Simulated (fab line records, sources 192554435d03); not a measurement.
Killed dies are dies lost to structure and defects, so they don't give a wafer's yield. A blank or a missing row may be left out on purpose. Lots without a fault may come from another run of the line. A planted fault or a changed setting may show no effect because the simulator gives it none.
Problem report in the 8D (eight disciplines) form, filled by code | flow n5_finfet | the parts of the form that need people (team, actions taken, sign-off) are left out

1. THE PROBLEM
oes_product_au at N5_FIN_SAQP_ETCH_65 reads a mean of 1.284 a.u. on 3 wafers of 2 lots; wafers without a fault read 1.000 a.u. with a standard deviation of 0.021. That is +14 standard deviations from the usual mean.
The step: etches SiO2 in CF4, target depth 4 nm, time 4.4 s.
First seen on wafer L761.1, day 2 18:44, on rie_si-01. The record holds 18 wafers of 6 lots with a number at this step. Rule for "out", or "out of limits": more than 4 standard deviations from the usual mean. The other wafers with a number count as sound.

2. WHAT IT IS AND WHAT IT IS NOT
question                    | is                     | is not
which readings at this step | oes_product_au         | cf4_flow_sccm, chamber_pressure_mTorr, drypump_motor_current_A, throttle_valve_pct
which lots                  | L761, L766             | L762, L773, L775, L779
which wafers of those lots  | L761.1, L761.4, L766.4 | L761.3, L766.2, L766.5
read on which tools         | rie_si-01              | rie_si-02, rie_si-03
when                        | from day 2 18:44       | up to then (1 sound wafer); but 14 sound wafers of L762, L766, L773, L775, L779 came after

3. SUSPECTS, AND WHAT RULES EACH OUT
Counting: a tool at a process step up to the reading stays a suspect if it ran every lot that is out. Sound lots after the first of them don't rule it out here, since some wafers of a struck lot are sound.
- rie_diel-06 at N5_FIN_SAQP_STRIP_55 (strips in N2/H2): kept. It ran every lot that is out, first L761 (day 2 16:56).
- rie_diel-03 at N5_FIN_SAQP_SPACER1_ETCHBACK_25 (etches SiO2 in CHF3/O2, target depth 24.4 nm, time 12.2 s): kept. It ran every lot that is out, first L761 (day 2 18:22).
- rie_si-01 at N5_FIN_SAQP_ETCH_65 (etches SiO2 in CF4, target depth 4 nm, time 4.4 s): kept. It ran every lot that is out, first L761 (day 2 18:44). Its own readings are out on those wafers: oes_product_au.
Left after counting: rie_diel-06 at N5_FIN_SAQP_STRIP_55, rie_diel-03 at N5_FIN_SAQP_SPACER1_ETCHBACK_25, rie_si-01 at N5_FIN_SAQP_ETCH_65.

4. THE CAUSE (what the simulator had put in)
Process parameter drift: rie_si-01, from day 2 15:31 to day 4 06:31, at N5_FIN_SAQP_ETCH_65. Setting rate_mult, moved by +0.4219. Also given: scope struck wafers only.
Counting left 3 suspects, and this tool is among them.

5. THE CHAIN OF EFFECTS, in route order
Each row: a reading whose mean over the struck wafers that have a number lies more than 3 standard deviations from the usual. Only readings for which the record gives a usual standard deviation are gone through. hours: the time from each lot's start at the first step in this table that gives one to its start at this step, as a median over the lots. sigmas: the change in usual standard deviations.
hours | step                | reading        | usual      | on struck wafers | change | sigmas
0     | N5_FIN_SAQP_ETCH_65 | oes_product_au | 1.000 a.u. | 1.284            | +0.284 | +14
The process steps in it:
- N5_FIN_SAQP_ETCH_65: etches SiO2 in CF4, target depth 4 nm, time 4.4 s.
Later measuring or inspecting steps at which every struck wafer that the step has a row for has a number for every such reading, and none has moved that far: N5_BEOL_M4_RC_MEAS_101.

6. WHAT WOULD HAVE CAUGHT IT SOONER
In this record the first reading out of limits was taken at day 2 18:44, 3 hours after the fault began at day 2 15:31.
